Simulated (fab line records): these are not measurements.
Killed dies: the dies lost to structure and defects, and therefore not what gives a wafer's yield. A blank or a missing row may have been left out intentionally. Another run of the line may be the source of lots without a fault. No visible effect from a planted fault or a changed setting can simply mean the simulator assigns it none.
fab line records    flow nandHarc
record: lots: 7  wafers: 21  lastDay: 32
route steps=1302 shown A_M0@1143 END@1302
lots with no fault: from the same line, run without faults
startH: the number of hours between the record's first day and the start of the first shown wafer of the lot    waitH: hours elapsed since this lot's preceding step    " identical to the entry in the row above    L1.1+2: one row covering several wafers at once    - value missing, or start not given    * or withheld: withheld    < > ~ a bound
route shown NAME@n: NAME is a module with steps in the file, n the number in the route of the first one    usual: average and standard deviation across the fault-free wafers    same: alike in all rows    chamber/n: place in a boat    sites: readings site by site    _std_site: the values' standard deviation    _edge_site: outer sites' mean less inner sites'    radiusMm: how far each site lies from the wafer's centre    mask NAME#n: copy n    behind: the most recent tool/chamber to have shaped the wafer    hold: why the lot was held/for how many hours/how that ended    device: names the non-switching transistor (n, p or np)    end of line: at the end of the route, the tests of the same wafers    a step given without rows: its recipe and nothing more    killed: not the wafer's yield, but the dies lost to structure and defects at the first sort    map: shows each die of a wafer: x if killed, . if not, _ if none is there
set.NAME: setting as actually run; set.NAME@STEP: the setting as run at that earlier step    model.NAME: the simulator's own value behind a step, which no gauge read
lots at selected steps of the route; one table per step, one row per wafer
services: when a tool's chamber went out of use (startH, in hours from the record's first day, below 0 if earlier), for how many hours, and the reason
== steps ==
step: NHARC_A_M0_EBR_05
step: NHARC_A_M0_EXPOSE_06
recipe: na: 1.35  targetCdNm: 80  doseMj: 83.25  maskId: A_M0
step: NHARC_A_M0_PEB_07
recipe: pebTempC: 100  pebTimeS: 65
step: NHARC_A_M0_DEVELOP_08
recipe: developTimeS: 35  devTempC: 23
step: NHARC_A_M0_CD_MEAS_09
recipe: targetCdNm: 80  landingEnergyEv: 500
usual: cdNm: 79.9/0.58
lot.wafer  tool      chamber  startH  waitH  cdNm
L970.2     cdSem-01  0        524.80  -      79.2
L970.4     "         0        "       "      79.6
L970.6     "         0        "       "      78.9
L981.1     cdSem-03  0        615.40  -      80.4
L981.3     "         0        "       "      80.4
L981.5     "         0        "       "      80.3
L982.3     cdSem-01  0        652.77  -      79.6
L982.5     "         0        "       "      80.9
L982.6     "         0        "       "      80.3
L984.2     cdSem-01  0        667.19  -      81.4
L984.3     "         0        "       "      80.4
L984.4     "         0        "       "      80.4
L985.3     cdSem-02  0        669.54  -      80.4
L985.4     "         0        "       "      81.2
L985.5     "         0        "       "      80.1
L987.3     cdSem-02  0        695.31  -      80.0
L987.5     "         0        "       "      79.2
L987.6     "         0        "       "      80.3
L990.1     cdSem-02  0        724.67  -      79.2
L990.5     "         0        "       "      79.7
L990.6     "         0        "       "      79.8
step: NHARC_A_M0_OVL_MEAS_10
recipe: pitchNm: 160
usual: overlayXNm: -0.1/0.83  overlayYNm: -0.1/0.7
lot.wafer  tool        chamber  startH  waitH  overlayXNm  overlayYNm
L970.2     overlay-02  -        524.88  -      0.5         0.2
L970.4     "           -        "       "      -0.7        0.2
L970.6     "           -        "       "      0.0         -0.6
L981.1     overlay-01  -        615.51  -      -1.3        -0.7
L981.3     "           -        "       "      -1.0        -1.7
L981.5     "           -        "       "      -0.6        -1.1
L982.3     overlay-01  -        652.86  -      1.6         0.8
L982.5     "           -        "       "      1.3         0.8
L982.6     "           -        "       "      1.1         0.5
L984.2     overlay-01  -        667.28  -      -0.8        -0.8
L984.3     "           -        "       "      -1.1        -0.5
L984.4     "           -        "       "      -0.8        -0.3
L985.3     overlay-02  -        669.62  -      -0.3        1.4
L985.4     "           -        "       "      -0.3        1.7
L985.5     "           -        "       "      0.3         1.9
L987.3     overlay-02  -        695.39  -      -0.6        0.9
L987.5     "           -        "       "      -0.4        0.2
L987.6     "           -        "       "      -0.5        0.2
L990.1     overlay-01  -        724.76  -      -0.7        -1.1
L990.5     "           -        "       "      -0.5        -1.5
L990.6     "           -        "       "      -0.7        -1.4
step: NHARC_A_M0_INSPECT_11
usual: rawDefectCount: 82/42
lot.wafer  tool              chamber  startH  waitH  rawDefectCount
L970.2     defectInspect-02  -        524.92  0.0    127
L970.4     "                 -        "       "      120
L970.6     "                 -        "       "      98
L981.1     defectInspect-01  -        615.54  0.0    16
L981.3     "                 -        "       "      20
L981.5     "                 -        "       "      21
L982.3     defectInspect-01  -        652.89  0.0    98
L982.5     "                 -        "       "      87
L982.6     "                 -        "       "      105
L984.2     defectInspect-02  -        667.32  0.0    36
L984.3     "                 -        "       "      27
L984.4     "                 -        "       "      27
L985.3     defectInspect-02  -        669.66  0.0    135
L985.4     "                 -        "       "      124
L985.5     "                 -        "       "      110
L987.3     defectInspect-01  -        695.43  0.0    103
L987.5     "                 -        "       "      104
L987.6     "                 -        "       "      90
L990.1     defectInspect-01  -        724.79  0.0    73
L990.5     "                 -        "       "      70
L990.6     "                 -        "       "      76
step: NHARC_A_M0_DESCUM_14
recipe: timeS: 3  o2FlowSccm: 200  arFlowSccm: 0  biasPowerW: 0  chemistry: O2
usual: drypumpMotorCurrentA: 5.71/0.28  o2FlowSccm: 199.9/0.77  oesProductAu: 0.999/0.0068  rfVppV: 57.7/0.9  showerheadPlenumPTorr: 1.91/0.075  throttleValvePct: 11.313/0.0082
lot.wafer  tool        chamber  startH  waitH  drypumpMotorCurrentA  o2FlowSccm  oesProductAu  rfHoursCounterH  rfVppV  showerheadPlenumPTorr  throttleValvePct
L970.2     rieDiel-10  2        524.99  0.1    6.14                  200.3       0.999         8.1              58.4    2.03                   11.305
L970.4     "           2        "       "      6.13                  199.3       0.999         -                58.5    2.03                   11.294
L970.6     "           3        "       "      5.60                  200.3       0.998         -                58.8    1.97                   11.308
L981.1     rieDiel-12  0        615.61  0.1    5.39                  199.7       0.999         8.0              58.1    1.87                   11.315
L981.3     "           2        "       "      5.51                  198.9       0.997         8.4              57.5    1.78                   11.313
L981.5     "           0        "       "      5.40                  200.2       0.999         -                57.6    1.87                   11.321
L982.3     rieDiel-12  2        652.97  0.1    5.52                  200.1       0.987         1.3              57.4    1.78                   11.305
L982.5     "           0        "       "      5.41                  199.3       0.999         -                56.9    1.87                   11.318
L982.6     "           1        "       "      5.93                  201.3       0.989         -                57.8    1.95                   11.303
L984.4     rieDiel-10  1        667.38  0.1    6.03                  199.5       1.009         3.4              58.8    1.85                   11.311
L984.3     "           2        "       "      6.13                  201.0       1.000         3.2              60.0    2.03                   11.312
L984.2     "           0        "       "      5.47                  199.7       1.003         3.4              57.4    1.93                   11.319
L985.4     rieDiel-10  1        669.73  0.1    6.02                  200.0       0.994         3.4              57.3    1.85                   11.322
L985.3     "           2        "       "      6.14                  199.2       0.998         3.3              58.5    2.03                   11.307
L985.5     "           1        "       "      6.04                  200.6       0.996         -                56.0    1.85                   11.317
L987.3     rieDiel-13  1        695.49  0.1    5.40                  199.0       0.992         11.5             58.8    2.05                   11.304
L987.6     "           1        "       "      5.47                  199.6       0.997         -                57.9    2.05                   11.309
L987.5     "           2        "       "      5.06                  199.5       1.015         -                58.0    1.99                   11.306
L990.1     rieDiel-12  2        724.85  0.1    5.49                  199.4       0.995         4.6              57.6    1.78                   11.333
L990.5     "           2        "       "      5.50                  199.6       1.008         -                56.7    1.78                   11.306
L990.6     "           3        "       "      5.80                  200.4       0.991         -                55.2    1.92                   11.295
step: NHARC_A_M0_ETCH_34
recipe: targetDepthA: 400  overetchA: 120  timeS: 43.94  ionEnergyEv: 200  n2FlowSccm: 150  h2FlowSccm: 150  arFlowSccm: 0  rfW: 400  biasW: 150  chemistry: N2/H2
usual: drypumpMotorCurrentA: 5.72/0.27  h2FlowSccm: 150.0/0.42  oesProductAu: 0.997/0.0078  rfVppV: 430.4/2.5  showerheadPlenumPTorr: 2.03/0.085  throttleValvePct: 14.173/0.0086
lot.wafer  tool        chamber  startH  waitH  drypumpMotorCurrentA  h2FlowSccm  oesProductAu  rfHoursCounterH  rfVppV  showerheadPlenumPTorr  throttleValvePct
L970.2     rieDiel-10  2        525.09  0.1    6.15                  150.2       0.987         8.1              434.3   2.17                   14.167
L970.4     "           1        "       "      6.04                  150.8       0.993         -                426.1   1.97                   14.178
L970.6     "           3        "       "      5.61                  149.7       0.982         -                433.1   2.10                   14.172
L981.1     rieDiel-12  2        615.69  0.1    5.53                  149.8       0.989         8.4              426.3   1.89                   14.168
L981.3     "           0        "       "      5.38                  150.3       0.990         8.0              430.3   2.00                   14.169
L981.5     "           2        "       "      5.53                  150.0       0.995         -                426.4   1.89                   14.185
L982.3     rieDiel-12  1        653.04  0.1    5.96                  149.8       0.981         1.2              430.9   2.08                   14.178
L982.5     "           1        "       "      5.94                  149.8       0.987         -                432.5   2.08                   14.172
L982.6     "           2        "       "      5.49                  150.5       0.981         -                426.5   1.89                   14.175
L984.4     rieDiel-10  2        667.46  0.1    6.13                  150.1       0.992         3.2              434.6   2.17                   14.174
L984.2     "           0        "       "      5.46                  150.2       0.995         3.4              432.6   2.06                   14.163
L984.3     "           1        "       "      6.05                  149.6       1.004         3.4              428.3   1.97                   14.174
L985.4     rieDiel-10  1        669.80  0.1    6.05                  149.4       0.998         3.4              427.6   1.97                   14.179
L985.3     "           0        "       "      5.48                  149.9       0.986         3.4              431.2   2.06                   14.168
L985.5     "           1        "       "      6.05                  149.8       0.990         -                427.8   1.97                   14.183
L987.3     rieDiel-13  3        695.58  0.1    5.84                  150.0       0.991         8.9              432.7   2.12                   14.177
L987.6     "           1        "       "      5.45                  150.7       0.992         -                435.4   2.19                   14.174
L987.5     "           2        "       "      5.04                  150.3       1.012         -                433.8   2.12                   14.176
L990.1     rieDiel-12  1        724.94  0.1    5.94                  149.8       0.986         4.4              430.4   2.08                   14.163
L990.5     "           0        "       "      5.39                  148.6       1.002         -                428.6   2.00                   14.181
L990.6     "           1        "       "      5.94                  149.9       0.997         -                432.0   2.08                   14.173
step: NHARC_A_M0_ETCH_15
recipe: targetDepthA: 1500  overetchA: 150  timeS: 82.5  c4f8FlowSccm: withheld  arFlowSccm: 400  rfW: 600  biasW: 300  chemistry: C4F8/Ar
usual: oesProductAu: 0.940/0.021  rfVppV: 440.8/2.6
lot.wafer  tool        chamber  startH  waitH  oesProductAu  rfHoursCounterH  rfVppV
L970.2     rieDiel-10  3        -       -      0.927         7.4              442.4
L970.4     "           1        "       "      0.927         -                438.9
L970.6     "           3        "       "      0.931         -                443.2
L981.3     rieDiel-12  1        -       -      0.916         8.5              443.3
L981.1     "           2        "       "      0.922         8.5              437.0
L981.5     "           1        "       "      0.920         -                442.3
L982.3     rieDiel-12  3        -       -      0.969         1.1              441.6
L982.5     "           0        "       "      0.968         -                442.3
L982.6     "           1        "       "      0.963         -                441.5
L984.4     rieDiel-10  2        -       -      0.950         3.2              445.7
L984.3     "           3        "       "      0.974         3.2              441.3
L984.2     "           1        "       "      0.957         3.4              439.8
L985.4     rieDiel-10  0        -       -      0.948         3.4              441.7
L985.3     "           2        "       "      0.970         3.3              445.0
L985.5     "           1        "       "      0.952         -                439.0
L987.3     rieDiel-13  1        -       -      0.923         11.5             445.6
L987.6     "           3        "       "      0.915         -                444.2
L987.5     "           0        "       "      0.928         -                440.3
L990.1     rieDiel-12  2        -       -      0.924         4.6              437.0
L990.6     "           1        "       "      0.922         -                441.5
L990.5     "           2        "       "      0.917         -                436.2
step: NHARC_A_M0_CD_MEAS_16
usual: cdNm: 79.9/0.67
lot.wafer  tool      chamber  startH  waitH  cdNm
L970.2     cdSem-01  -        525.32  -      79.2
L970.4     "         -        "       "      79.6
L970.6     "         -        "       "      79.0
L981.1     cdSem-01  -        615.90  -      80.4
L981.3     "         -        "       "      80.5
L981.5     "         -        "       "      80.6
L982.3     cdSem-01  -        653.26  -      81.2
L982.5     "         -        "       "      81.1
L982.6     "         -        "       "      80.5
L984.2     cdSem-02  -        667.69  -      81.2
L984.3     "         -        "       "      81.2
L984.4     "         -        "       "      81.4
L985.3     cdSem-02  -        670.02  -      80.4
L985.4     "         -        "       "      81.1
L985.5     "         -        "       "      80.6
L987.3     cdSem-01  -        695.79  -      79.6
L987.5     "         -        "       "      79.0
L987.6     "         -        "       "      80.3
L990.1     cdSem-03  -        725.15  -      80.7
L990.5     "         -        "       "      79.4
L990.6     "         -        "       "      79.8
step: NHARC_A_M0_STRIP_18
recipe: powerW: 1000  n2FlowSccm: 150  h2FlowSccm: 150  arFlowSccm: 0  biasW: 0  chemistry: N2/H2
usual: chamberPressureMTorr: 30.004/0.027  drypumpMotorCurrentA: 5.7/0.34  h2FlowSccm: 150.0/0.44  oesProductAu: 0.998/0.0089  rfVppV: 91.0/1  showerheadPlenumPTorr: 2.08/0.08  throttleValvePct: 14.171/0.0084
same: biasW: 0
lot.wafer  tool        chamber  startH  waitH  chamberPressureMTorr  drypumpMotorCurrentA  h2FlowSccm  oesProductAu  rfHoursCounterH  rfVppV  showerheadPlenumPTorr  throttleValvePct
L970.2     rieDiel-10  2        525.46  0.1    30.039                6.1                   149.7       0.992         8.2              89.9    2.17                   14.175
L970.6     "           3        "       "      29.992                5.6                   149.9       0.998         -                91.1    2.10                   14.161
L970.4     "           1        "       "      30.016                6.0                   149.9       1.009         -                91.4    1.97                   14.171
L981.3     rieDiel-13  3        616.00  0.1    30.007                5.8                   150.1       1.003         4.6              90.6    2.12                   14.172
L981.1     "           1        "       "      29.994                5.4                   150.1       1.004         5.8              92.8    2.19                   14.178
L981.5     "           2        "       "      30.016                5.1                   149.7       1.007         -                90.2    2.12                   14.151
L982.3     rieDiel-13  0        653.35  0.1    30.020                6.1                   150.6       1.008         8.9              90.6    2.05                   14.195
L982.6     "           3        "       "      30.022                5.8                   149.8       1.001         -                90.9    2.12                   14.169
L982.5     "           0        "       "      29.980                6.1                   150.5       0.998         -                90.6    2.05                   14.163
L984.2     rieDiel-12  3        667.78  0.1    30.040                5.9                   151.0       0.992         1.6              90.2    2.05                   14.180
L984.4     "           0        "       "      29.992                5.4                   149.8       1.009         1.5              89.8    2.00                   14.164
L984.3     "           1        "       "      30.006                5.9                   150.0       0.997         1.7              90.7    2.08                   14.170
L985.4     rieDiel-12  2        670.09  0.1    30.001                5.5                   149.2       0.999         1.8              88.8    1.89                   14.161
L985.3     "           1        "       "      29.999                6.0                   150.7       0.996         1.7              91.4    2.08                   14.165
L985.5     "           3        "       "      29.981                5.8                   149.9       0.995         -                90.1    2.05                   14.171
L987.3     rieDiel-12  0        695.86  0.1    30.034                5.4                   149.8       0.998         3.0              90.8    2.00                   14.176
L987.6     "           0        "       "      30.054                5.4                   150.5       0.999         -                89.8    2.00                   14.165
L987.5     "           1        "       "      29.964                5.9                   149.8       0.993         -                90.5    2.08                   14.174
L990.1     rieDiel-10  1        725.30  0.2    29.984                6.0                   150.5       0.982         7.6              90.3    1.96                   14.182
L990.6     "           2        "       "      30.046                6.1                   150.2       0.990         -                90.8    2.17                   14.163
L990.5     "           3        "       "      29.991                5.6                   149.9       0.988         -                91.3    2.09                   14.181
step: NHARC_A_M0_STRIP_19
recipe: timeS: 600  tempC: 30  chemistry: postEtchResidueRemover
usual: bathHeatDutyPct: 12.7/1.5  runLengthS: 602.9/1.1
lot.wafer  tool         chamber  startH  waitH  bathHeatDutyPct  runLengthS
L970.2     wetBench-01  1        525.74  -      9.8              603.0
L970.6     "            2        "       "      14.3             602.3
L970.4     "            4        "       "      13.2             604.2
L981.5     wetBench-01  0        616.25  -      13.2             601.5
L981.3     "            2        "       "      15.1             601.7
L981.1     "            5        "       "      12.4             602.9
L982.5     wetBench-07  3        653.60  -      -                -
L982.6     "            5        "       "      -                -
L982.3     "            7        "       "      -                -
L984.2     wetBench-07  6        668.03  -      -                -
L984.4     "            1        "       "      -                -
L984.3     "            3        "       "      -                -
L985.5     wetBench-01  6        670.36  -      -                -
L985.4     "            0        "       "      -                -
L985.3     "            1        "       "      -                -
L987.3     wetBench-07  4        696.15  -      13.1             602.1
L987.6     "            5        "       "      10.5             602.9
L987.5     "            6        "       "      12.9             603.4
L990.5     wetBench-01  5        725.50  -      12.9             602.8
L990.6     "            7        "       "      10.8             603.1
L990.1     "            0        "       "      11.8             603.4
step: NHARC_A_M0_DEGAS_28
recipe: tempC: 250  timeS: 60
usual: heaterPowerW: 367/28
lot.wafer  tool           chamber  startH  waitH  heaterPowerW
L970.4     pvdSputter-03  -        526.00  -      363
L970.2     "              -        "       "      368
L970.6     "              -        "       "      366
L981.3     pvdSputter-01  -        616.52  -      360
L981.1     "              -        "       "      397
L981.5     "              -        "       "      358
L982.3     pvdSputter-01  -        653.89  0.3    402
L982.5     "              -        "       "      356
L982.6     "              -        "       "      422
L984.3     pvdSputter-01  -        668.30  0.2    320
L984.2     "              -        "       "      405
L984.4     "              -        "       "      358
L985.4     pvdSputter-01  -        670.63  0.2    409
L985.3     "              -        "       "      369
L985.5     "              -        "       "      401
L987.3     pvdSputter-02  -        696.41  -      307
L987.6     "              -        "       "      396
L987.5     "              -        "       "      316
L990.1     pvdSputter-01  -        725.78  -      370
L990.6     "              -        "       "      317
L990.5     "              -        "       "      401
step: NHARC_END_SORT_01
recipe: tempC: 25
usual: defectLimitedYield: 91/3.4  killedAtArray: 54/23  killedAtOther: 1.2/1.5  killedAtPeriphery: 3.9/2.5  killedDies: 59/23  killedOpen: 3.2/1.7  killedShort: 2.4/1.6  sort_bin_2_pct: 3.0/1.4  sort_bin_3_pct: 0.7/0.45  sort_bin_4_pct: 5.0/1.9  sortNPass: 618/23  sortRimYieldPct: 92/3.8  sortYieldPct: 91/3.4
same: grossDies: 677  sort_bin_5_pct[%]: 0  sort_bin_6_pct[%]: 0  sort_bin_7_pct[%]: 0  sort_bin_8_pct[%]: 0  sortRimNGross: 106.00
lot.wafer  tool       chamber  startH  waitH  defectLimitedYield[%]  killedAtArray  killedAtOther  killedAtPeriphery  killedDies  killedOpen  killedShort  sort_bin_2_pct[%]  sort_bin_3_pct[%]  sort_bin_4_pct[%]  sortNPass  sortRimYieldPct[%]  sortYieldPct[%]
L970.2     prober-01  0        566.42  2.8    86                     93             1              2                  96          5           4            5.0                1.0                8.1                581        94                  86
L970.4     prober-01  0        568.02  3.4    87                     81             0              4                  85          0           3            5.0                0.9                6.6                592        98                  87
L970.6     prober-01  0        569.61  4.0    88                     77             1              3                  81          4           3            3.2                1.5                7.2                596        97                  88
L981.1     prober-01  0        657.14  2.5    96                     20             3              4                  27          5           1            1.2                0                  2.8                650        98                  96
L981.3     prober-01  0        658.74  3.1    95                     23             4              5                  32          2           4            1.5                0.4                2.8                645        97                  95
L981.5     prober-01  0        660.33  3.7    95                     29             2              5                  36          9           3            1.6                0.4                3.2                641        92                  95
L982.3     prober-01  0        693.72  3.1    91                     56             0              3                  59          1           4            4.1                0.4                4.1                618        80                  91
L982.5     prober-01  0        695.30  3.7    92                     44             1              7                  52          4           3            4.0                0.3                3.4                625        90                  92
L982.6     prober-01  0        696.10  4.0    91                     59             0              5                  64          1           2            3.8                0.6                5.0                613        88                  91
L984.2     prober-02  0        714.66  2.8    94                     29             1              9                  39          6           0            1.6                0.7                3.4                638        92                  94
L984.3     prober-02  0        715.47  3.1    94                     24             1              13                 38          3           3            1.6                0.1                3.8                639        93                  94
L984.4     prober-02  0        716.28  3.4    96                     20             1              6                  27          1           2            1.5                0.3                2.2                650        96                  96
L985.3     prober-01  0        715.43  3.1    87                     82             0              3                  85          2           0            3.7                1.2                7.7                592        92                  87
L985.4     prober-01  0        716.23  3.4    87                     87             1              3                  91          1           1            4.3                1.2                8.0                586        94                  87
L985.5     prober-01  0        717.02  3.7    87                     79             0              7                  86          3           2            4.1                0.4                8.1                591        91                  87
killed by level:class
L970.2 A_CHANNEL_HOLE_D1:chamberFilmFlake=38 A_CHANNEL_HOLE_D2:chamberFilmFlake=33 A_CONTACT:chamberFilmFlake=5 A_SGD_CUT:chamberFilmFlake=3 A_WL_FILL:chamberFilmFlake=3 A_M0:geometricParticle:open=2 A_ONON_D1:geometricParticle:open=1 A_DECK1_JOINT:geometricParticle:open=1
L970.4 A_CHANNEL_HOLE_D2:chamberFilmFlake=38 A_CHANNEL_HOLE_D1:chamberFilmFlake=30 A_WL_FILL:chamberFilmFlake=5 A_CONTACT:chamberFilmFlake=3 A_CHANNEL_FILL_D2:chamberFilmFlake=2 P_STI:geometricParticle:short=1 A_ONON_D2:geometricParticle:short=1 A_WL_FILL:geometricParticle:short=1
L970.6 A_CHANNEL_HOLE_D2:chamberFilmFlake=32 A_CHANNEL_HOLE_D1:chamberFilmFlake=28 A_CONTACT:chamberFilmFlake=4 A_STAIRCASE:chamberFilmFlake=3 A_ONON_D1:geometricParticle:short=2 P_M0:chamberFilmFlake=2 A_SGD_CUT:chamberFilmFlake=2 A_ONON_D1:geometricParticle:open=1
L981.1 A_CHANNEL_HOLE_D1:chamberFilmFlake=3 A_DECK1_JOINT:chamberFilmFlake=3 A_WL_FILL:chamberFilmFlake=3 THIN_TSV:chamberFilmFlake=3 P_CONTACT:chamberFilmFlake=2 A_SLIT:chamberFilmFlake=2 P_CONTACT:geometricParticle:open=1 A_ONON_D1:geometricParticle:open=1
L981.3 A_CONTACT:chamberFilmFlake=5 A_CHANNEL_HOLE_D1:chamberFilmFlake=4 A_STAIRCASE:chamberFilmFlake=3 THIN_TSV:chamberFilmFlake=3 P_ZERO_WELL:chamberFilmFlake=2 P_CONTACT:chamberFilmFlake=2 A_ONON_D1:geometricParticle:short=1 A_CHANNEL_HOLE_D1:geometricParticle:short=1
L981.5 A_CHANNEL_HOLE_D1:chamberFilmFlake=5 A_ONON_D1:geometricParticle:open=3 P_CONTACT:chamberFilmFlake=3 A_STAIRCASE:chamberFilmFlake=3 THIN_TSV:chamberFilmFlake=2 A_CHANNEL_HOLE_D2:chamberFilmFlake=2 A_SLIT:chamberFilmFlake=2 A_WL_FILL:chamberFilmFlake=2
L982.3 A_SLIT:chamberFilmFlake=20 A_CHANNEL_HOLE_D2:chamberFilmFlake=19 A_CONTACT:chamberFilmFlake=5 A_STAIRCASE:chamberFilmFlake=4 A_CHANNEL_HOLE_D2:geometricParticle:short=2 A_WL_FILL:chamberFilmFlake=2 P_CONTACT:geometricParticle:open=1 P_CONTACT:geometricParticle:short=1
L982.5 A_SLIT:chamberFilmFlake=19 A_CHANNEL_HOLE_D2:chamberFilmFlake=5 A_CONTACT:chamberFilmFlake=5 P_CONTACT:chamberFilmFlake=3 A_CHANNEL_FILL_D1:chamberFilmFlake=3 A_STAIRCASE:chamberFilmFlake=3 A_CHANNEL_HOLE_D1:chamberFilmFlake=2 P_M2:geometricParticle:open=1
L982.6 A_SLIT:chamberFilmFlake=24 A_CHANNEL_HOLE_D2:chamberFilmFlake=18 A_CONTACT:chamberFilmFlake=11 P_GATE:chamberFilmFlake=2 P_M0:geometricParticle:open=1 A_ONON_D2:geometricParticle:short=1 A_CHANNEL_HOLE_D2:geometricParticle:short=1 P_ZERO_WELL:chamberFilmFlake=1
L984.2 A_CHANNEL_HOLE_D1:chamberFilmFlake=7 A_SLIT:chamberFilmFlake=7 P_GATE:chamberFilmFlake=5 A_CONTACT:chamberFilmFlake=5 A_STAIRCASE:chamberFilmFlake=4 A_BLC:geometricParticle:open=2 P_M2:chamberFilmFlake=2 P_GATE:geometricParticle:open=1
L985.3 A_CHANNEL_HOLE_D1:chamberFilmFlake=38 A_SLIT:chamberFilmFlake=23 A_STAIRCASE:chamberFilmFlake=11 A_CONTACT:chamberFilmFlake=6 P_M2:chamberFilmFlake=2 A_ONON_D2:geometricParticle:open=1 A_M0:geometricParticle:open=1 P_ZERO_WELL:chamberFilmFlake=1
L984.3 A_CHANNEL_HOLE_D1:chamberFilmFlake=11 P_GATE:chamberFilmFlake=6 P_M2:chamberFilmFlake=5 A_SLIT:chamberFilmFlake=5 A_M0:geometricParticle:open=2 P_M0:geometricParticle:open=1 A_ONON_D1:geometricParticle:short=1 A_CHANNEL_FILL_D1:geometricParticle:short=1
L985.4 A_CHANNEL_HOLE_D1:chamberFilmFlake=43 A_SLIT:chamberFilmFlake=25 A_STAIRCASE:chamberFilmFlake=10 A_CONTACT:chamberFilmFlake=4 P_M2:chamberFilmFlake=2 A_WL_FILL:chamberFilmFlake=2 A_CHANNEL_HOLE_D2:geometricParticle:open=1 A_CHANNEL_HOLE_D2:geometricParticle:short=1
L984.4 A_CHANNEL_HOLE_D1:chamberFilmFlake=8 A_STAIRCASE:chamberFilmFlake=4 P_GATE:chamberFilmFlake=3 A_SLIT:chamberFilmFlake=3 P_M2:geometricParticle:open=1 A_CHANNEL_FILL_D2:geometricParticle:short=1 A_M1:geometricParticle:short=1 P_STI:chamberFilmFlake=1
L985.5 A_CHANNEL_HOLE_D1:chamberFilmFlake=31 A_SLIT:chamberFilmFlake=31 P_M2:chamberFilmFlake=5 A_CONTACT:chamberFilmFlake=5 A_STAIRCASE:chamberFilmFlake=3 A_WL_FILL:chamberFilmFlake=2 A_CHANNEL_FILL_D1:geometricParticle:short=1 A_CHANNEL_FILL_D1:geometricParticle:open=1
== services ==
tool           chamber  startH  hours  kind
wetBench-07    -        512.00  8.0    pm
pvdSputter-02  -        513.27  4.8    repair
rieDiel-13     -        519.05  9.0    pm
rieDiel-10     0        521.51  6.7    repair
pvdSputter-03  -        528.49  1.9    repair
rieDiel-10     0        536.80  5.3    repair
rieDiel-10     2        552.92  4.8    repair
pvdSputter-01  -        569.13  16.8   repair
rieDiel-10     2        585.67  2.0    repair
pvdSputter-01  -        585.95  10.0   pm
rieDiel-12     0        592.99  12.1   repair
rieDiel-10     -        596.50  9.0    pm
rieDiel-12     -        622.56  9.0    pm
wetBench-01    -        629.60  8.0    pm
pvdSputter-02  -        642.53  10.0   pm
wetBench-01    -        653.04  1.2    repair
rieDiel-13     -        673.42  1.0    repair
pvdSputter-03  -        674.29  7.3    repair
wetBench-07    -        688.00  8.0    pm
rieDiel-10     -        688.28  1.2    repair
rieDiel-13     -        696.05  9.0    pm
pvdSputter-03  -        704.04  10.0   pm
rieDiel-10     0        721.03  3.3    repair
rieDiel-12     3        725.48  25.9   repair
== key ==
firstSign: step: NHARC_A_M0_STRIP_19  reading: toolRecord  direction: missing
effect none on later readings
metAt NHARC_A_M0_STRIP_19
struckWafers L982.3,L982.5,L982.6,L984.2,L984.3,L984.4,L985.3,L985.4,L985.5
onsetBetween 616.25 653.60
fault: kind: skippedStepWhole  tool: wetBench-01,wetBench-07  chamber: -  onsetH: 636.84  steps: NHARC_A_M0_STRIP_19  scope: struckLotsOnly
